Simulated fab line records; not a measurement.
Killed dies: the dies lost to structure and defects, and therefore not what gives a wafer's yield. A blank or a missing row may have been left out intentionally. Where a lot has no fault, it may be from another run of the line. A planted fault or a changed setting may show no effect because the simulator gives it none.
fab line records	flow nand_harc
record lots=12	wafers=36	last_day=23
route steps=1159 shown P_M0@279 P_M1@297 END@1159
lots that met no fault: from a run of the same line without faults
start_h: the number of hours between the record's first day and the start of the first shown wafer of the lot	wait_h: how many hours have passed since the lot's step before this one	" unchanged from the row above	L1.1+2: a row that stands for several wafers	- either no value or no given start	* or withheld: withheld	< > ~ a bound
route shown NAME@n: names a module that has steps shown in the file, with the first one's number in the route	usual: average and standard deviation across the fault-free wafers	same: alike in all rows	chamber/n: place in a boat	sites: each site's reading	_std_site: standard deviation of those values	_edge_site: outer sites' mean less inner sites'	radius_mm: how far each site lies from the wafer's centre	mask NAME#n: copy n	behind: the last tool/chamber to shape the wafer	hold: why the lot was held/for how many hours/how that ended	device: transistor that didn't switch, given as n, p or np	end of line: tests of these same wafers at the route's end	a step given without rows: its recipe and nothing more	killed: not the wafer's yield, but the dies lost to structure and defects at the first sort	map: shows each die of a wafer: x if killed, . if not, _ if none is there
set.NAME: setting as actually run; set.NAME@STEP: the setting as run at that earlier step	model.NAME: the simulator's own value behind a step, which no gauge read
the route's steps for a sample of lots (tables are steps, rows are wafers)
services: from which hour (start_h, from the record's first day; less than 0 if before it) a tool's chamber was out of use, for how many hours, and why
## steps
# step NHARC_P_M0_THK_MEAS_24
# recipe thk_meas_gauge=xrf
# usual thk_nm=118.0/1.6
lot.wafer	tool	chamber	start_h	wait_h	thk_nm
L655.1	film_metro-02	-	120.06	-	118.3
L655.2	"	-	"	"	116.2
L655.6	"	-	"	"	117.4
L656.1	film_metro-01	-	126.66	-	117.2
L656.4	"	-	"	"	117.2
L656.5	"	-	"	"	117.4
L657.3	film_metro-02	-	133.91	-	116.7
L657.4	"	-	"	"	117.3
L657.5	"	-	"	"	118.2
L660.1	film_metro-01	-	153.63	-	118.9
L660.4	"	-	"	"	118.1
L660.6	"	-	"	"	117.8
L661.1	film_metro-02	-	163.92	-	116.0
L661.2	"	-	"	"	116.5
L661.5	"	-	"	"	115.8
L662.1	film_metro-02	-	165.05	-	119.3
L662.3	"	-	"	"	117.6
L662.5	"	-	"	"	117.8
L664.1	film_metro-02	-	178.44	-	117.5
L664.4	"	-	"	"	118.1
L664.5	"	-	"	"	119.5
L666.1	film_metro-01	-	197.09	-	116.7
L666.2	"	-	"	"	115.5
L666.4	"	-	"	"	118.7
L669.4	film_metro-02	-	212.70	-	118.1
L669.5	"	-	"	"	118.0
L669.6	"	-	"	"	121.8
L671.1	film_metro-01	-	219.39	-	118.6
L671.3	"	-	"	"	118.7
L671.6	"	-	"	"	119.1
L670.2	film_metro-02	-	220.01	-	116.5
L670.4	"	-	"	"	118.0
L670.6	"	-	"	"	114.7
L674.3	film_metro-02	-	238.42	-	119.5
L674.4	"	-	"	"	119.8
L674.6	"	-	"	"	118.2
# step NHARC_P_M0_PRE_CLEAN_31
# recipe time_s=12	temp_c=370	rf_power_w=300	gas=NH3
# usual heater_power_w=611/62
lot.wafer	tool	chamber	start_h	wait_h	heater_power_w
L655.2	pecvd-02	1	120.29	0.1	530
L655.1	"	0	"	"	603
L655.6	"	2	"	"	628
L656.1	pecvd-01	1	126.91	0.1	677
L656.5	"	2	"	"	555
L656.4	"	1	"	"	679
L657.3	pecvd-03	1	134.16	0.1	609
L657.5	"	0	"	"	550
L657.4	"	1	"	"	590
L660.1	pecvd-03	2	153.87	0.1	650
L660.4	"	1	"	"	574
L660.6	"	0	"	"	559
L661.2	pecvd-03	1	164.14	0.1	601
L661.1	"	0	"	"	552
L661.5	"	2	"	"	629
L662.3	pecvd-03	1	165.28	0.1	639
L662.1	"	2	"	"	614
L662.5	"	0	"	"	470
L664.1	pecvd-03	0	178.69	0.1	540
L664.5	"	2	"	"	633
L664.4	"	0	"	"	539
L666.1	pecvd-02	2	197.31	0.1	667
L666.2	"	1	"	"	565
L666.4	"	1	"	"	561
L669.4	pecvd-01	0	212.97	0.1	596
L669.5	"	1	"	"	632
L669.6	"	2	"	"	524
L671.1	pecvd-02	1	219.62	0.1	592
L671.3	"	2	"	"	640
L671.6	"	2	"	"	637
L670.2	pecvd-02	0	220.24	0.1	740
L670.6	"	2	"	"	609
L670.4	"	0	"	"	726
L674.3	pecvd-03	1	238.93	0.4	615
L674.4	"	2	"	"	660
L674.6	"	0	"	"	514
# step NHARC_P_M1_INSPECT_11
# usual raw_defect_count=4.3/2.3
lot.wafer	tool	chamber	start_h	wait_h	raw_defect_count
L655.1	defect_inspect-01	-	121.60	0.0	10
L655.2	"	-	"	"	4
L655.6	"	-	"	"	2
L656.1	defect_inspect-02	-	128.34	0.0	3
L656.4	"	-	"	"	2
L656.5	"	-	"	"	7
L657.3	defect_inspect-01	-	135.47	0.0	1
L657.4	"	-	"	"	2
L657.5	"	-	"	"	4
L660.1	defect_inspect-01	-	155.28	0.0	6
L660.4	"	-	"	"	2
L660.6	"	-	"	"	6
L661.1	defect_inspect-02	-	165.58	0.0	3
L661.2	"	-	"	"	5
L661.5	"	-	"	"	4
L662.1	defect_inspect-01	-	166.73	0.0	3
L662.3	"	-	"	"	4
L662.5	"	-	"	"	5
L664.1	defect_inspect-02	-	180.12	0.0	6
L664.4	"	-	"	"	4
L664.5	"	-	"	"	6
L666.1	defect_inspect-01	-	198.61	0.0	5
L666.2	"	-	"	"	4
L666.4	"	-	"	"	3
L669.4	defect_inspect-02	-	214.38	0.0	4
L669.5	"	-	"	"	3
L669.6	"	-	"	"	3
L671.1	defect_inspect-02	-	221.06	0.0	5
L671.3	"	-	"	"	276
L671.6	"	-	"	"	312
L670.2	defect_inspect-02	-	221.71	0.0	2
L670.4	"	-	"	"	3
L670.6	"	-	"	"	298
L674.3	defect_inspect-02	-	240.54	0.0	2
L674.4	"	-	"	"	4
L674.6	"	-	"	"	3
# step NHARC_P_M1_STRIP_18
# recipe power_w=1000	n2_flow_sccm=150	h2_flow_sccm=150	ar_flow_sccm=0	bias_w=0	chemistry=N2/H2
# usual drypump_motor_current_A=5.6/0.34	oes_product_au=1.003/0.0096	rf_vpp_V=90.9/1	showerhead_plenum_p_Torr=2.08/0.088	throttle_valve_pct=14.171/0.0089
lot.wafer	tool	chamber	start_h	wait_h	drypump_motor_current_A	oes_product_au	rf_hours_counter_h	rf_vpp_V	showerhead_plenum_p_Torr	throttle_valve_pct
L655.2	rie_diel-04	2	122.07	0.1	5.5	1.015	0.1	90.8	2.08	14.184
L655.1	"	3	"	"	6.4	1.009	0.1	90.6	2.14	14.156
L655.6	"	1	"	"	6.0	1.002	-	92.4	2.20	14.163
L656.1	rie_diel-04	3	128.78	0.1	6.4	1.013	0.3	90.5	2.14	14.177
L656.4	"	2	"	"	5.5	1.010	0.3	91.7	2.08	14.173
L656.5	"	3	"	"	6.4	1.007	-	90.3	2.14	14.175
L657.4	rie_diel-11	2	135.97	0.1	5.6	1.012	2.6	90.4	2.12	14.168
L657.3	"	3	"	"	5.0	0.999	2.7	90.3	2.07	14.162
L657.5	"	1	"	"	5.4	1.000	-	88.0	1.91	14.176
L660.1	rie_diel-10	2	155.72	0.1	5.3	0.995	10.4	91.5	2.01	14.186
L660.4	"	1	"	"	5.2	0.997	7.9	91.0	2.16	14.173
L660.6	"	3	"	"	5.5	1.023	-	90.0	1.96	14.167
L661.1	rie_diel-04	2	166.04	0.1	5.5	1.008	2.9	90.5	2.08	14.172
L661.2	"	3	"	"	6.4	1.009	3.6	92.5	2.14	14.164
L661.5	"	1	"	"	6.0	1.002	-	91.3	2.20	14.174
L662.1	rie_diel-10	1	167.17	0.1	5.2	0.989	8.7	90.9	2.16	14.171
L662.3	"	3	"	"	5.5	1.013	11.8	90.7	1.96	14.166
L662.5	"	3	"	"	5.5	1.002	-	90.3	1.96	14.182
L664.1	rie_diel-11	3	180.56	0.1	5.1	0.986	3.8	91.4	2.07	14.177
L664.4	"	2	"	"	5.6	1.017	3.7	92.3	2.12	14.179
L664.5	"	3	"	"	5.1	0.987	-	91.5	2.07	14.165
L666.4	rie_diel-10	2	199.05	0.1	5.3	0.993	1.1	88.3	2.01	14.171
L666.2	"	0	"	"	5.5	1.010	0.7	91.1	2.01	14.164
L666.1	"	1	"	"	5.1	1.016	1.0	89.3	2.16	14.171
L669.4	rie_diel-04	1	214.90	0.1	6.0	0.998	5.7	91.2	2.20	14.167
L669.5	"	2	"	"	5.5	1.005	-	91.5	2.08	14.180
L669.6	"	3	"	"	6.4	0.999	-	92.2	2.14	14.170
L671.3	rie_diel-04	0	221.51	0.1	5.6	0.992	7.3	91.7	2.17	14.177
L671.1	"	1	"	"	6.0	1.000	6.5	90.8	2.20	14.170
L671.6	"	0	"	"	5.6	0.990	-	91.7	2.16	14.189
L670.2	rie_diel-04	2	222.17	0.1	5.5	0.991	6.7	91.5	2.08	14.177
L670.4	"	3	"	"	6.4	1.002	7.5	91.0	2.14	14.173
L670.6	"	2	"	"	5.5	1.007	-	90.4	2.08	14.188
L674.3	rie_diel-10	1	241.01	0.1	5.2	1.017	4.0	90.6	2.16	14.174
L674.4	"	2	"	"	5.3	0.985	4.3	91.3	2.01	14.176
L674.6	"	1	"	"	5.2	1.012	-	90.7	2.16	14.180
# step NHARC_P_M1_DEGAS_29
# recipe temp_c=250	time_s=60
# usual heater_power_w=351/39
lot.wafer	tool	chamber	start_h	wait_h	heater_power_w
L655.1	pvd_sputter-02	-	122.68	-	363
L655.2	"	-	"	"	439
L655.6	"	-	"	"	438
L656.1	pvd_sputter-02	-	129.43	-	445
L656.4	"	-	"	"	372
L656.5	"	-	"	"	298
L657.3	pvd_sputter-03	-	136.56	-	303
L657.4	"	-	"	"	322
L657.5	"	-	"	"	325
L660.1	pvd_sputter-02	-	156.41	-	369
L660.4	"	-	"	"	293
L660.6	"	-	"	"	446
L661.1	pvd_sputter-03	-	166.65	-	313
L661.2	"	-	"	"	324
L661.5	"	-	"	"	350
L662.1	pvd_sputter-03	-	167.89	-	353
L662.3	"	-	"	"	325
L662.5	"	-	"	"	363
L664.4	pvd_sputter-02	-	181.19	-	356
L664.1	"	-	"	"	361
L664.5	"	-	"	"	455
L666.1	pvd_sputter-03	-	199.70	-	314
L666.2	"	-	"	"	350
L666.4	"	-	"	"	333
L669.4	pvd_sputter-03	-	215.48	-	325
L669.5	"	-	"	"	327
L669.6	"	-	"	"	309
L671.3	pvd_sputter-03	-	222.15	-	352
L671.1	"	-	"	"	334
L671.6	"	-	"	"	360
L670.4	pvd_sputter-01	-	222.80	-	340
L670.2	"	-	"	"	366
L670.6	"	-	"	"	334
L674.3	pvd_sputter-03	-	241.62	-	326
L674.4	"	-	"	"	362
L674.6	"	-	"	"	321
# step NHARC_END_SORT_01
# recipe temp_c=25
# usual defect_limited_yield=95.1/1.3	killed_at_array=29/8.4	killed_at_other=0.7/1.2	killed_at_periphery=3.8/2.1	killed_dies=33/9	killed_open=3.4/2	killed_short=2.1/1.4	sort_bin_2_pct=1.5/0.56	sort_bin_3_pct=0.26/0.2	sort_bin_4_pct=3.1/0.91	sort_n_pass=644/9	sort_rim_yield_pct=96.2/2.2	sort_yield_pct=95.1/1.3
# same gross_dies=677	sort_bin_5_pct[%]=0	sort_bin_6_pct[%]=0	sort_bin_7_pct[%]=0	sort_bin_8_pct[%]=0	sort_rim_n_gross=106.00
lot.wafer	tool	chamber	start_h	wait_h	defect_limited_yield[%]	killed_at_array	killed_at_other	killed_at_periphery	killed_dies	killed_open	killed_short	sort_bin_2_pct[%]	sort_bin_3_pct[%]	sort_bin_4_pct[%]	sort_n_pass	sort_rim_yield_pct[%]	sort_yield_pct[%]
L666.1	prober-01	0	526.72	2.5	96.0	22	3	2	27	3	0	1.2	0	2.8	650	93.4	96.0
L666.2	prober-01	0	527.53	2.8	95.6	29	0	1	30	1	0	1.5	0	3.0	647	96.2	95.6
L666.4	prober-01	0	529.15	3.4	95.1	30	2	1	33	3	2	1.2	0.15	3.5	644	93.4	95.1
L669.4	prober-02	0	536.85	3.4	96.0	26	0	1	27	1	0	1.3	0	2.7	650	97.2	96.0
L669.5	prober-02	0	537.65	3.7	95.7	26	0	3	29	3	2	1.5	0.15	2.7	648	96.2	95.7
L669.6	prober-02	0	538.45	4.0	94.4	35	0	3	38	4	4	1.8	0.74	3.1	639	95.3	94.4
L671.1	prober-01	0	542.48	2.5	94.5	32	0	5	37	6	2	1.9	0.30	3.2	640	92.5	94.5
L671.3	prober-01	0	544.08	3.1	85.4	26	3	70	99	1	1	5.5	2.66	6.5	578	92.5	85.4
L671.6	prober-01	0	546.48	4.0	83.8	29	2	79	110	4	2	6.5	3.25	6.5	567	94.3	83.8
L670.2	prober-02	0	543.06	2.8	96.3	16	6	3	25	4	0	1.0	0.30	2.4	652	93.4	96.3
L670.4	prober-02	0	544.64	3.4	96.3	16	7	2	25	6	2	1.3	0.15	2.2	652	94.3	96.3
L670.6	prober-02	0	546.22	4.0	86.7	14	1	75	90	4	2	6.8	1.62	4.9	587	97.2	86.7
# killed by level:class
L666.1 A_CHANNEL_HOLE_D1:chamber_film_flake=12 A_CONTACT:chamber_film_flake=6 THIN_TSV:chamber_film_flake=3 A_ONON_D1:geometric_particle:open=1 A_WL_FILL:geometric_particle:open=1 A_BLC:geometric_particle:open=1 P_GATE:chamber_film_flake=1 P_CONTACT:chamber_film_flake=1
L666.2 A_CHANNEL_HOLE_D1:chamber_film_flake=20 A_CONTACT:chamber_film_flake=4 A_STAIRCASE:chamber_film_flake=2 A_ONON_D1:geometric_particle:open=1 P_ZERO_WELL:chamber_film_flake=1 A_WL_FILL:chamber_film_flake=1 A_M0:chamber_film_flake=1
L666.4 A_CHANNEL_HOLE_D1:chamber_film_flake=17 A_STAIRCASE:chamber_film_flake=3 A_CONTACT:chamber_film_flake=3 A_ONON_D1:geometric_particle:open=2 A_WL_FILL:geometric_particle:short=2 THIN_TSV:chamber_film_flake=2 A_BLC:geometric_particle:open=1 P_GATE:chamber_film_flake=1
L669.4 A_CHANNEL_HOLE_D1:chamber_film_flake=20 A_STAIRCASE:chamber_film_flake=2 A_BLC:chamber_film_flake=2 A_CHANNEL_FILL_D1:geometric_particle:open=1 P_STI:chamber_film_flake=1 A_WL_FILL:chamber_film_flake=1
L669.5 A_CHANNEL_HOLE_D1:chamber_film_flake=16 A_M1:chamber_film_flake=3 A_STAIRCASE:chamber_film_flake=2 P_CONTACT:geometric_particle:open=1 P_M0:geometric_particle:open=1 A_CHANNEL_FILL_D1:geometric_particle:short=1 A_SGD_CUT:geometric_particle:short=1 A_WL_FILL:geometric_particle:open=1
L669.6 A_CHANNEL_HOLE_D1:chamber_film_flake=21 A_STAIRCASE:chamber_film_flake=3 A_WL_FILL:geometric_particle:open=2 A_ZERO_WELL:chamber_film_flake=2 A_M1:chamber_film_flake=2 P_CONTACT:geometric_particle:short=1 P_M1:geometric_particle:short=1 A_ONON_D1:geometric_particle:open=1
L671.1 A_CHANNEL_HOLE_D1:chamber_film_flake=20 A_ONON_D1:geometric_particle:open=2 A_CONTACT:geometric_particle:open=2 P_STI:chamber_film_flake=2 A_CONTACT:chamber_film_flake=2 A_BLC:chamber_film_flake=2 P_GATE:geometric_particle:short=1 P_CONTACT:geometric_particle:short=1
L670.2 A_CHANNEL_HOLE_D1:chamber_film_flake=6 A_WL_FILL:chamber_film_flake=4 THIN_TSV:chamber_film_flake=4 A_CONTACT:chamber_film_flake=3 A_CHANNEL_FILL_D1:geometric_particle:open=2 HYBRID_BOND:chamber_film_flake=2 P_M0:geometric_particle:open=1 P_M2:geometric_particle:open=1
L671.3 P_M0:unspecified=67 A_CHANNEL_HOLE_D1:chamber_film_flake=17 A_CONTACT:chamber_film_flake=4 THIN_TSV:chamber_film_flake=3 P_GATE:chamber_film_flake=2 A_ZERO_WELL:chamber_film_flake=2 A_CONTACT:geometric_particle:open=1 A_M0:geometric_particle:short=1
L670.4 THIN_TSV:chamber_film_flake=6 A_CONTACT:geometric_particle:open=3 A_CONTACT:chamber_film_flake=3 A_CONTACT:geometric_particle:short=2 A_M1:geometric_particle:open=2 A_CHANNEL_HOLE_D1:chamber_film_flake=2 A_WL_FILL:geometric_particle:open=1 P_GATE:chamber_film_flake=1
L670.6 P_M0:unspecified=70 A_WL_FILL:chamber_film_flake=4 A_CHANNEL_HOLE_D1:chamber_film_flake=3 A_CONTACT:chamber_film_flake=3 A_CONTACT:geometric_particle:open=2 P_GATE:chamber_film_flake=2 P_M0:geometric_particle:short=1 P_M0:geometric_particle:open=1
L671.6 P_M0:unspecified=76 A_CHANNEL_HOLE_D1:chamber_film_flake=20 A_WL_FILL:geometric_particle:short=2 A_SLIT:chamber_film_flake=2 A_CONTACT:chamber_film_flake=2 THIN_TSV:chamber_film_flake=2 P_CONTACT:geometric_particle:open=1 P_M2:geometric_particle:open=1
## services
tool	chamber	start_h	hours	kind
pvd_sputter-03	-	102.00	10.0	pm
rie_diel-10	1	108.64	8.6	repair
pecvd-03	0	110.28	12.4	repair
pecvd-03	-	111.22	13.0	pm
pecvd-03	1	111.22	18.6	vent_cycle
pecvd-03	2	111.22	13.0	vent_cycle
rie_diel-04	-	111.98	9.0	pm
rie_diel-04	0	111.98	9.0	vent_cycle
pvd_sputter-03	-	113.67	3.1	repair
rie_diel-11	-	131.79	0.6	repair
pvd_sputter-01	-	131.86	4.7	repair
pvd_sputter-01	-	145.07	0.5	repair
pvd_sputter-03	-	145.44	7.4	repair
rie_diel-04	-	152.04	2.6	repair
pecvd-02	-	153.43	13.0	pm
pvd_sputter-01	-	158.01	10.0	pm
rie_diel-10	0	162.83	4.9	repair
rie_diel-10	-	176.50	9.0	pm
pvd_sputter-03	-	180.58	0.6	repair
rie_diel-11	-	189.51	9.0	pm
pvd_sputter-02	-	214.00	10.0	pm
pvd_sputter-01	-	214.17	1.6	repair
pvd_sputter-03	-	227.65	5.1	repair
pecvd-01	-	237.19	13.0	pm
## key
first_sign step=NHARC_P_M1_INSPECT_11	reading=raw_defect_count	direction=up	sigmas=99+	usual=4.3	struck=295.3
effect step=NHARC_END_SORT_01	reading=killed_at_periphery	direction=up	sigmas=34	usual=3.8	struck=74.7
more_kills_born_at NHARC_P_M0_PRE_CLEAN_31@pecvd-02=213
met_at NHARC_P_M0_PRE_CLEAN_31
struck_lots L670,L671
struck_wafers L670.6,L671.3,L671.6
not_acting_at NHARC_P_M0_THK_MEAS_24,NHARC_P_M1_STRIP_18,NHARC_P_M1_DEGAS_29
onset_between 197.31 219.62
fault kind=chamber_particle_source	tool=pecvd-02	chamber=2	onset_h=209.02	steps=NHARC_P_M0_PRE_CLEAN_31	rate_per_visit_cm2=0.44165	end_h=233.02
